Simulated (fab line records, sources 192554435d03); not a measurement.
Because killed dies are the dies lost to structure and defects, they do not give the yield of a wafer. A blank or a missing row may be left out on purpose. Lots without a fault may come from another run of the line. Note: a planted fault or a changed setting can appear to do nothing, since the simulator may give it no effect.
Split-lot study | flow n5_finfet | 21 wafers read across 7 lots, on a route 1938 steps long

## SPLIT DETAILS
At N5_BEOL_M0_CUTY_EXPOSE_54 (exposes mask M0 ABLK), the setting dose_mj was moved away from the recipe's 36 on 6 of the 21 wafers read, by -7.5% to +7.1%. The other wafers ran this setting at the recipe's value.

## FROM THE SPLIT TO THE READING: what the file shows between them, 2 steps
- N5_BEOL_M0_CUTY_PEB_55: peb time 60 s
- N5_BEOL_M0_CUTY_DEVELOP_56: develop time 30 s

## THE READING
At N5_BEOL_M0_CUTY_CD_MEAS_57: cd_nm in nanometres, against a target cd of 200 nm. On this fab line, fault-free wafers typically give 199.5 nm with a standard deviation of 1.1 nm.

wafer  | tool, chamber at the split | dose_mj as run | against the recipe | cd_nm, nm | against lot-mates on the recipe
L074.2 | arfi_scanner-02, 0         | 36             | recipe             | 198.4     | -
L074.3 | arfi_scanner-02, 0         | 36             | recipe             | 200.0     | -
L074.5 | arfi_scanner-02, 0         | 36             | recipe             | 199.7     | -
L081.1 | arfi_scanner-01, 0         | 36             | recipe             | 198.3     | -
L081.2 | arfi_scanner-01, 0         | 36             | recipe             | 199.6     | -
L081.4 | arfi_scanner-01, 0         | 36             | recipe             | 198.4     | -
L086.3 | arfi_scanner-02, 0         | 36             | recipe             | 199.1     | -
L086.5 | arfi_scanner-02, 0         | 33.31          | -7.5%              | 203.6     | +4.5
L086.6 | arfi_scanner-02, 0         | 33.31          | -7.5%              | 202.0     | +2.9
L087.3 | arfi_scanner-01, 0         | 36.79          | +2.2%              | 199.3     | -0.8
L087.4 | arfi_scanner-01, 0         | 36             | recipe             | 199.9     | -
L087.5 | arfi_scanner-01, 0         | 36             | recipe             | 200.4     | -
L089.3 | arfi_scanner-02, 0         | 36.98          | +2.7%              | 197.3     | -1.6
L089.4 | arfi_scanner-02, 0         | 36.98          | +2.7%              | 197.8     | -1.1
L089.6 | arfi_scanner-02, 0         | 36             | recipe             | 198.9     | -
L090.2 | arfi_scanner-03, 0         | 36             | recipe             | 200.0     | -
L090.3 | arfi_scanner-03, 0         | 36             | recipe             | 199.0     | -
L090.6 | arfi_scanner-03, 0         | 36             | recipe             | 200.7     | -
L093.3 | arfi_scanner-02, 0         | 38.57          | +7.1%              | 196.2     | -5.1
L093.4 | arfi_scanner-02, 0         | 36             | recipe             | 201.5     | -
L093.6 | arfi_scanner-02, 0         | 36             | recipe             | 201.0     | -

FIT RESULTS
A straight line over all 21 wafers: cd_nm changes by -0.46 nm for each +1% of dose_mj; r = -0.83; the points scatter about the line by 0.94 nm.
The same after taking each lot's own level away (the mean of its wafers on the recipe; 21 wafers): -0.552 nm for each +1%; r = -0.94; scatter 0.62 nm.
That fit puts the effect of the largest move of dose_mj on the reading at 4.1 nm.
The span of the lots' own levels, 198.77 to 201.25 nm, comes to 2.3 times the standard deviation stated above.
So the slope is not independent of the lot-to-lot level: the two fits are not the same.
Check: for one of the wafers moved furthest among these (-7.5%), held out of the fit, the line's prediction against its lot-mates is +3.82 nm. Against them it came out at +4.5 nm.

## ADDITIONAL SPLITS CARRIED BY THESE WAFERS
Before the reading, these wafers also passed through other splits. Each is held against what the fit with the lots' levels taken away leaves over:
other split on the same wafers            | wafers away from the commonest value | r with cd_nm (lot level and that fit taken away)
N5_BEOL_M0_SAQP_PECVD_04 time_s           | 6                                    | +0.10
N5_BEOL_M0_SAQP_SPACER1_ALD_98 ald_cycles | 6                                    | -0.02
N5_BEOL_M0_SAQP_COAT_105 spin_rpm         | 3                                    | -0.04

## FILE'S OWN FIT
cd_nm changes by -0.582 nm for each +1% of dose_mj, r = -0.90.
